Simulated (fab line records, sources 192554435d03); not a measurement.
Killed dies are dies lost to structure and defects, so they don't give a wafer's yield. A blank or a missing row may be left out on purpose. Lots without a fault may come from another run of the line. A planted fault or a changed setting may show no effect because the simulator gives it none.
A struck lot beside a sound one | flow n5_finfet | 17 steps out of a route of 1938
Sound: wafers L279.2, L279.4, L279.6. Struck: wafer L281.6. (L281.1, L281.3 of the same lot were not struck and are left out.) The cause comes at the end.
At each step with rows: each side's tool, then ch and its chambers, then its first start. Under that, the readings that differ: sound wafers | struck wafers | difference of the means | sigmas: that difference in standard deviations of wafers without a fault.
alike: readings whose means differ by less than 2 such deviations, and words and numbers that are the same on both sides. not compared: withheld readings, readings that some wafer has no value for, bounds like >300 that may hide the same value, and numbers for which the record gives no deviation and whose values overlap.
The two part at a step that has a row with sigmas, a row that says differs or no value, or rows on one side only. Numbers that don't overlap but have no deviation are shown without sigmas and don't part them. A reading that every wafer of one side lacks parts them only if that side has two wafers or more.

N5_BEOL_M15_ETCH_61: etches BARC in N2/H2, target depth 89 nm, overetch 26.7 nm, time 67.9 s.
  sound on rie_diel-06 ch 0,1,2, day 14 07:00; struck on rie_diel-06 ch 2, day 14 10:13
  alike: bias_w, drypump_motor_current_A, oes_product_au, rf_vpp_V, showerhead_plenum_p_Torr, throttle_valve_pct
  not compared: rf_hours_counter_h
N5_BEOL_M15_TRENCH_ETCH_34: etches SiO2 in C4F8/O2/Ar, target depth 872.93 nm, time 199 s.
  sound on rie_diel-06 ch 0,1,2, day 14 07:03; struck on rie_diel-06 ch 2, day 14 10:16
  alike: bias_w, drypump_motor_current_A, oes_product_au, rf_vpp_V, showerhead_plenum_p_Torr, throttle_valve_pct
  not compared: rf_hours_counter_h
then, 1 step without rows for these wafers: N5_BEOL_M15_STRIP_36 (strips in O2).
N5_BEOL_M15_STRIP_62: strips in O2.
  sound on rie_diel-06 ch 0,1,2; struck on rie_diel-02 ch 1
  reading      | sound       | struck | difference | sigmas
  rf_vpp_V (V) | 4.5 4.6 4.3 | 3.2    | -1.3       | -3
  alike: drypump_motor_current_A, oes_product_au, showerhead_plenum_p_Torr, throttle_valve_pct
  not compared: rf_hours_counter_h
then, 4 steps without rows for these wafers: N5_BEOL_M15_STRIP_37 (strips in O2); N5_BEOL_M15_ETCH_38 (etches SiCN in CF4/N2, target depth 106.4 nm, time 120.5 s); N5_BEOL_M15_PRECLEAN_39 (cleans in residue remover, time 60 s); N5_BEOL_M15_SRD_40 (time 30 s, dry time 30 s).
N5_BEOL_M15_DEGAS_41: time 60 s.
  sound on pvd_sputter-03, day 14 09:20; struck on pvd_sputter-03, day 14 14:55
  alike: heater_power_w, susceptor_temp_C
then, 2 steps without rows for these wafers: N5_BEOL_M15_PRE_CLEAN_42 (time 30 s); N5_BEOL_M15_SPUTTER_43 (material TaN, target thk 15 nm, time 24.19 s).
N5_BEOL_M15_SPUTTER_44: material Ta, target thk 15 nm, time 24.19 s.
  sound on pvd_sputter-03, day 14 09:30; struck on pvd_sputter-03, day 14 15:05
  reading                                     | sound          | struck | difference | sigmas
  model.Ta_of_BEOL_M15_SPUTTER_44.thk_nm (nm) | 15.2 15.4 15.2 | 24.6   | +9.3       |
  alike: chamber_pressure_pa, substrate_temp_c, susceptor_temp_C, throttle_valve_pct
N5_BEOL_M15_SPUTTER_45: material Cu, target thk 100 nm, time 16.67 s.
  sound on pvd_sputter-03, day 14 09:35; struck on pvd_sputter-03, day 14 15:10
  alike: chamber_pressure_pa, substrate_temp_c, susceptor_temp_C, throttle_valve_pct
then, 2 steps without rows for these wafers: N5_BEOL_M15_ECD_47 (material Cu, target thk 1860 nm); N5_BEOL_M15_ANNEAL_48 (time 90 s).
N5_BEOL_M15_CMP_49: polishes, stops on SiO2, t overpolish 4.9 s, target thk 850 nm.
  sound on cmp-03 ch 1,2, day 14 10:30; struck on cmp-01 ch 1, day 14 15:51
  reading                      | sound             | struck | difference | sigmas
  barrier_field_endpoint_s (s) | 11.00 10.83 10.97 | 15.38  | +4.45      | +16
  motor_current_A (A)          | 7.5 6.9 7.5       | 9.3    | +2.0       | +2
  alike: edge_zone_pressure_frac
N5_BEOL_M15_THK_MEAS_50: measures by xrf.
  sound on film_metro-01, day 14 10:47; struck on film_metro-02, day 14 16:07
  alike: M15_THK

WHERE THEY PART
First at N5_BEOL_M15_STRIP_62; last, within this record, at N5_BEOL_M15_CMP_49. Later steps at which nothing parts them and some readings are alike: N5_BEOL_M15_THK_MEAS_50.

WHY: what the simulator had put in
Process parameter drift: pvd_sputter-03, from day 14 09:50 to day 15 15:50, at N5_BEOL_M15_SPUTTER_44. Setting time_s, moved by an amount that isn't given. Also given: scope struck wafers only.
